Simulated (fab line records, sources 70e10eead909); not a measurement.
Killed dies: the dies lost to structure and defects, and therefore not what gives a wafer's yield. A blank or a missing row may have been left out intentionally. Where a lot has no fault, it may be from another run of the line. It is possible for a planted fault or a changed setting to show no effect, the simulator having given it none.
fab line records	flow nand-harc
record: lots: 7	wafers: 18	last-day: 32
route steps=1302 shown A_STAIRCASE@726
lots untouched by any fault: they come from a run of this same line in which no faults occurred
start-h: start of the lot's first displayed wafer, in hours after the record's first day	wait-h: hours from the lot's prior step to this one	" the same as in the row above	L1.1+2: a row that stands for several wafers	- no value present, or no start provided	* or withheld: withheld	< > ~ a bound
route shown NAME@n: names a module that has steps shown in the file, with the first one's number in the route	usual: mean/standard deviation taken from wafers without a fault	same: alike in all rows	chamber/n: place in a boat	sites: per-site readings	_std_site: standard deviation across them	_edge_site: the outer-site mean with the inner-site mean subtracted	radius-mm: for every site, how far away it sits from the centre of the wafer	mask NAME#n: copy n	behind: tool/chamber where the wafer was last shaped	hold: what put the lot on hold/how long, in hours/how the hold closed	device: whichever transistor did not switch (one of n, p or np)	end of line: the tests these same wafers got at the end of their route	for a step that has no rows: nothing shown but its recipe	killed: not the wafer's yield, but the dies lost to structure and defects at the first sort	map: per-die view of a wafer (x killed, . not killed, _ where there is no die)
set.NAME: setting as actually run; set.NAME@STEP: the setting as run at that earlier step	model.NAME: the simulator's own value behind a step, which no gauge read
lots at some steps of the route; a table a step, a row a wafer
services: when a tool's chamber went out of use (start-h, in hours from the record's first day, below 0 if earlier), for how many hours, and the reason
== steps ==
step: NHARC_A_STAIRCASE_SOFTBAKE_212
recipe: temp-c: 135	time-s: 170
step: NHARC_A_STAIRCASE_EBR_213
step: NHARC_A_STAIRCASE_EXPOSE_214
recipe: na: 0.5	dose-mj: 31.26	mask-id: STAIR_3
step: NHARC_A_STAIRCASE_PEB_215
recipe: peb-temp-c: 115	peb-time-s: 130
step: NHARC_A_STAIRCASE_DEVELOP_216
recipe: time-s: 140
step: NHARC_A_STAIRCASE_HARDBAKE_218
recipe: temp-c: 120	time-s: 140
step: NHARC_A_STAIRCASE_DESCUM_219
recipe: time-s: 3	o2-flow-sccm: 200	ar-flow-sccm: 0	bias-power-w: 0	chemistry: O2
usual: drypump-motor-current-A: 5.8/0.43	oes-product-au: 1.004/0.011	rf-vpp-V: 57.7/0.88	showerhead-plenum-p-Torr: 1.90/0.08	throttle-valve-pct: 11.312/0.0086
lot.wafer	tool	chamber	start-h	wait-h	drypump-motor-current-A	oes-product-au	rf-hours-counter-h	rf-vpp-V	showerhead-plenum-p-Torr	throttle-valve-pct
L950.3	rie-diel-13	1	403.48	-	5.3	0.984	17	58.0	2.03	11.313
L950.4	"	3	"	"	6.3	1.002	18	57.6	1.95	11.318
L950.6	"	2	"	"	5.7	0.998	-	58.1	1.89	11.310
L957.1	rie-diel-07	2	460.82	-	5.9	1.015	48	56.8	1.85	11.311
L957.5	"	0	"	"	5.7	0.998	-	57.1	1.85	11.310
L955.1	rie-diel-07	2	461.55	-	5.9	1.019	48	56.7	1.85	11.309
L955.5	"	2	"	"	5.9	1.018	-	57.9	1.85	11.314
L956.1	rie-diel-07	3	464.98	-	5.6	0.994	50	57.8	1.76	11.301
L956.6	"	2	"	"	5.9	1.023	-	59.2	1.85	11.304
L961.1	rie-diel-13	0	518.94	-	5.3	1.006	49	57.1	1.94	11.315
L961.2	"	1	"	"	5.3	1.000	51	56.2	2.02	11.307
L961.6	"	3	"	"	6.3	1.013	-	58.0	1.94	11.308
L964.2	rie-diel-13	2	546.63	-	5.7	1.003	8	58.3	1.87	11.311
L964.4	"	3	"	"	6.4	0.991	8	58.7	1.93	11.302
L964.5	"	2	"	"	5.7	0.999	-	56.7	1.87	11.308
L967.1	rie-diel-07	3	567.13	-	5.7	1.010	26	57.6	2.07	11.309
L967.2	"	0	"	"	5.8	1.012	25	58.2	1.84	11.318
L967.5	"	1	"	"	6.6	1.007	-	59.0	1.98	11.323
step: NHARC_A_STAIRCASE_TRIM_220
recipe: time-s: 211.2	o2-flow-sccm: 500	ar-flow-sccm: 0	bias-w: 0	chemistry: O2
usual: drypump-motor-current-A: 5.9/0.43	oes-product-au: 1.005/0.011	rf-vpp-V: 57.7/0.94	run-length-s: 232.6/0.39	showerhead-plenum-p-Torr: 3.51/0.14	throttle-valve-pct: 17.036/0.0092
lot.wafer	tool	chamber	start-h	wait-h	drypump-motor-current-A	oes-product-au	rf-hours-counter-h	rf-vpp-V	run-length-s	showerhead-plenum-p-Torr	throttle-valve-pct
L950.3	rie-diel-13	1	403.58	0.1	5.4	0.994	17	57.5	233.1	3.74	17.045
L950.4	"	3	"	"	6.4	1.003	18	58.5	233.5	3.58	17.036
L950.6	"	1	"	"	5.4	0.986	-	59.0	232.7	3.74	17.027
L957.1	rie-diel-07	0	460.92	0.1	5.8	1.002	47	56.4	232.8	3.41	17.036
L957.5	"	2	"	"	5.9	1.020	-	56.7	232.4	3.43	17.020
L955.1	rie-diel-07	0	461.72	0.2	5.8	1.009	47	56.3	232.9	3.41	17.036
L955.5	"	1	"	"	6.6	1.027	-	56.6	232.5	3.66	17.038
L956.1	rie-diel-07	2	465.08	0.1	5.9	1.009	49	57.8	232.7	3.42	17.040
L956.6	"	2	"	"	5.9	1.010	-	58.7	232.3	3.42	17.034
L961.1	rie-diel-03	2	519.04	0.1	6.3	1.010	15	57.9	231.9	3.46	17.034
L961.2	"	3	"	"	6.0	1.022	17	59.2	232.2	3.52	17.053
L961.6	"	1	"	"	5.1	0.990	-	58.0	232.6	3.48	17.056
L964.4	rie-diel-13	1	546.70	0.1	5.4	0.995	6	58.4	233.2	3.71	17.051
L964.2	"	3	"	"	6.3	1.001	8	57.5	232.8	3.56	17.029
L964.5	"	1	"	"	5.4	0.983	-	57.3	232.6	3.71	17.050
L967.2	rie-diel-07	0	567.23	0.1	5.8	1.012	26	58.1	233.1	3.40	17.029
L967.1	"	1	"	"	6.6	0.994	25	58.1	232.5	3.64	17.032
L967.5	"	2	"	"	5.9	1.018	-	58.4	232.4	3.41	17.047
step: NHARC_A_STAIRCASE_ETCH_221
recipe: target-depth-a: 1000	time-s: 40.5	ion-energy-ev: 400	c4f8-flow-sccm: 20	o2-flow-sccm: 10	ar-flow-sccm: withheld	rf-w: 600	bias-w: 1000	chemistry: C4F8/O2
usual: oes-product-au: 0.944/0.015	rf-vpp-V: 895/4.9
lot.wafer	tool	chamber	start-h	wait-h	oes-product-au	rf-hours-counter-h	rf-vpp-V
L950.4	rie-diel-13	2	-	-	0.932	14	894
L950.3	"	1	"	"	0.923	17	904
L950.6	"	3	"	"	0.935	-	896
L957.1	rie-diel-07	1	-	-	0.955	40	900
L957.5	"	3	"	"	0.958	-	885
L955.1	rie-diel-07	0	-	-	0.920	47	891
L955.5	"	0	"	"	0.934	-	892
L956.1	rie-diel-07	0	-	-	0.956	48	892
L956.6	"	3	"	"	0.948	-	886
L961.2	rie-diel-03	0	-	-	0.935	18	888
L961.1	"	1	"	"	0.926	16	894
L961.6	"	2	"	"	0.938	-	894
L964.2	rie-diel-13	1	-	-	0.932	6	903
L964.4	"	2	"	"	0.936	8	894
L964.5	"	0	"	"	0.922	-	897
L967.2	rie-diel-07	0	-	-	0.977	26	891
L967.1	"	2	"	"	0.961	21	892
L967.5	"	3	"	"	0.950	-	904
step: NHARC_A_STAIRCASE_TRIM_222
recipe: time-s: 211.2	o2-flow-sccm: 500	ar-flow-sccm: 0	bias-w: 0	chemistry: O2
step: NHARC_A_STAIRCASE_ETCH_223
recipe: target-depth-a: 1000	time-s: 40.5	ion-energy-ev: 400	c4f8-flow-sccm: 20	o2-flow-sccm: 10	ar-flow-sccm: withheld	rf-w: 600	bias-w: 1000	chemistry: C4F8/O2
usual: oes-product-au: 0.946/0.013	rf-vpp-V: 895/4.9
lot.wafer	tool	chamber	start-h	wait-h	oes-product-au	rf-hours-counter-h	rf-vpp-V
L950.4	rie-diel-13	3	-	-	0.950	18	899
L950.3	"	1	"	"	0.922	17	902
L950.6	"	3	"	"	0.951	-	899
L957.1	rie-diel-07	1	-	-	0.939	40	900
L957.5	"	0	"	"	0.946	-	892
L955.1	rie-diel-07	3	-	-	0.945	49	886
L955.5	"	3	"	"	0.934	-	885
L956.1	rie-diel-07	2	-	-	0.943	49	892
L956.6	"	0	"	"	0.945	-	890
L961.1	rie-diel-03	3	-	-	0.936	18	896
L961.2	"	0	"	"	0.944	18	887
L961.6	"	3	"	"	0.936	-	896
L964.2	rie-diel-13	0	-	-	0.937	7	897
L964.4	"	2	"	"	0.938	8	894
L964.5	"	0	"	"	0.940	-	897
L967.2	rie-diel-07	2	-	-	0.966	21	892
L967.1	"	0	"	"	0.950	26	891
L967.5	"	2	"	"	0.961	-	892
step: NHARC_A_STAIRCASE_TRIM_224
recipe: time-s: 211.2	o2-flow-sccm: 500	ar-flow-sccm: 0	bias-w: 0	chemistry: O2
usual: drypump-motor-current-A: 5.9/0.42	oes-product-au: 1.006/0.01	rf-vpp-V: 57.7/1	run-length-s: 232.6/0.37	showerhead-plenum-p-Torr: 3.51/0.13	throttle-valve-pct: 17.036/0.0089
lot.wafer	tool	chamber	start-h	wait-h	drypump-motor-current-A	oes-product-au	rf-hours-counter-h	rf-vpp-V	run-length-s	showerhead-plenum-p-Torr	throttle-valve-pct
L950.4	rie-diel-13	2	404.02	-	5.8	0.989	14	58.2	232.2	3.48	17.043
L950.3	"	3	"	"	6.4	1.010	18	57.9	232.9	3.58	17.016
L950.6	"	3	"	"	6.4	1.013	-	58.2	232.7	3.58	17.031
L957.1	rie-diel-07	1	461.38	-	6.6	1.004	40	55.0	160.0	3.66	17.022
L957.5	"	3	"	"	5.7	1.005	-	58.0	160.1	3.27	17.053
L955.1	rie-diel-07	2	462.31	-	5.9	1.020	49	58.5	159.5	3.42	17.026
L955.5	"	3	"	"	5.7	1.005	-	55.3	160.2	3.27	17.028
L956.1	rie-diel-07	2	465.54	-	5.9	1.031	49	59.3	159.5	3.42	17.051
L956.6	"	1	"	"	6.6	1.004	-	56.8	232.8	3.65	17.047
L961.1	rie-diel-03	3	519.47	-	6.0	1.008	18	57.0	232.4	3.52	17.060
L961.2	"	2	"	"	6.3	1.017	15	57.0	232.1	3.46	17.045
L961.6	"	3	"	"	6.0	1.012	-	57.6	232.4	3.52	17.030
L964.4	rie-diel-13	1	547.16	-	5.4	0.989	6	58.2	232.5	3.71	17.033
L964.2	"	3	"	"	6.4	1.000	8	59.2	233.1	3.56	17.029
L964.5	"	1	"	"	5.4	0.986	-	58.8	232.7	3.71	17.036
L967.1	rie-diel-07	0	567.67	-	5.8	1.013	26	56.8	233.3	3.40	17.039
L967.2	"	3	"	"	5.7	1.004	26	59.7	233.1	3.79	17.041
L967.5	"	0	"	"	5.8	1.018	-	58.0	232.7	3.40	17.026
step: NHARC_A_STAIRCASE_ETCH_225
recipe: target-depth-a: 1000	time-s: 40.5	ion-energy-ev: 400	c4f8-flow-sccm: 20	o2-flow-sccm: 10	ar-flow-sccm: withheld	rf-w: 600	bias-w: 1000	chemistry: C4F8/O2
usual: oes-product-au: 0.946/0.0095	rf-vpp-V: 895/4.9
lot.wafer	tool	chamber	start-h	wait-h	oes-product-au	rf-hours-counter-h	rf-vpp-V
L950.3	rie-diel-13	1	-	-	0.936	17	904
L950.4	"	2	"	"	0.938	14	894
L950.6	"	0	"	"	0.936	-	898
L957.1	rie-diel-07	3	-	-	0.940	49	886
L957.5	"	3	"	"	0.944	-	885
L955.1	rie-diel-07	2	-	-	0.952	49	892
L955.5	"	1	"	"	0.950	-	901
L956.1	rie-diel-07	1	-	-	0.948	41	902
L956.6	"	3	"	"	0.941	-	885
L961.2	rie-diel-03	1	-	-	0.934	16	894
L961.1	"	0	"	"	0.948	18	887
L961.6	"	2	"	"	0.942	-	892
L964.2	rie-diel-13	0	-	-	0.939	7	898
L964.4	"	1	"	"	0.938	7	903
L964.5	"	1	"	"	0.927	-	902
L967.1	rie-diel-07	2	-	-	0.972	21	892
L967.2	"	3	"	"	0.957	26	904
L967.5	"	0	"	"	0.952	-	891
== services ==
tool	chamber	start-h	hours	kind
rie-diel-13	2	382.00	8.0	repair
rie-diel-07	0	403.53	-	clean
rie-diel-07	1	403.53	-	clean
rie-diel-07	2	403.53	-	clean
rie-diel-07	3	403.53	-	clean
rie-diel-07	0	428.03	-	clean
rie-diel-07	1	428.03	-	clean
rie-diel-07	2	428.03	-	clean
rie-diel-07	3	428.03	-	clean
rie-diel-03	0	436.69	27.1	repair
rie-diel-07	0	452.53	-	clean
rie-diel-07	1	452.53	-	clean
rie-diel-07	2	452.53	-	clean
rie-diel-07	3	452.53	-	clean
rie-diel-03	-	458.44	9.0	pm
rie-diel-13	0	463.10	2.8	repair
rie-diel-07	-	471.39	9.0	pm
rie-diel-03	-	482.56	0.4	repair
rie-diel-07	2	488.60	5.3	repair
rie-diel-03	0	489.40	3.5	repair
rie-diel-07	1	515.78	3.4	repair
rie-diel-13	-	519.01	9.0	pm
rie-diel-03	3	543.77	2.2	repair
rie-diel-03	3	547.88	7.5	repair
== key ==
first-sign: step: NHARC_A_STAIRCASE_TRIM_224	reading: run-length-s	direction: down	sigmas: 99+	usual: *	struck: *
effect none on later readings
met-at NHARC_A_STAIRCASE_TRIM_224
struck-wafers L955.1,L955.5,L956.1,L957.1,L957.5
later-rows-left-out L955.1,L955.5,L956.1,L957.1,L957.5
sort-left-out L955.1,L955.5,L956.1,L957.1,L957.5
tester-left-out L955,L956,L957
fault: kind: process-parameter-drift	tool: rie-diel-07	chamber: -	onset-h: 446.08	steps: NHARC_A_STAIRCASE_TRIM_224	channel: time-s	offset: *	shape: step	end-h: 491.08	scope: struck-wafers-only	acts-in: *	stated: *
tester-left-out: of these lots the tester's yield and bins aren't shown, on N5 and GAA mostly nor the transistor test; their killed dies are dies lost to structure and defects alone, not to doping, threshold or leakage, so they don't give the yield
sort-left-out: the simulated sort isn't trusted on such a fault, so these wafers' sort isn't shown, and their yield isn't known
later-rows-left-out: the simulator's readings of these wafers behind a module that went badly wrong aren't trusted and aren't shown, but for the sort
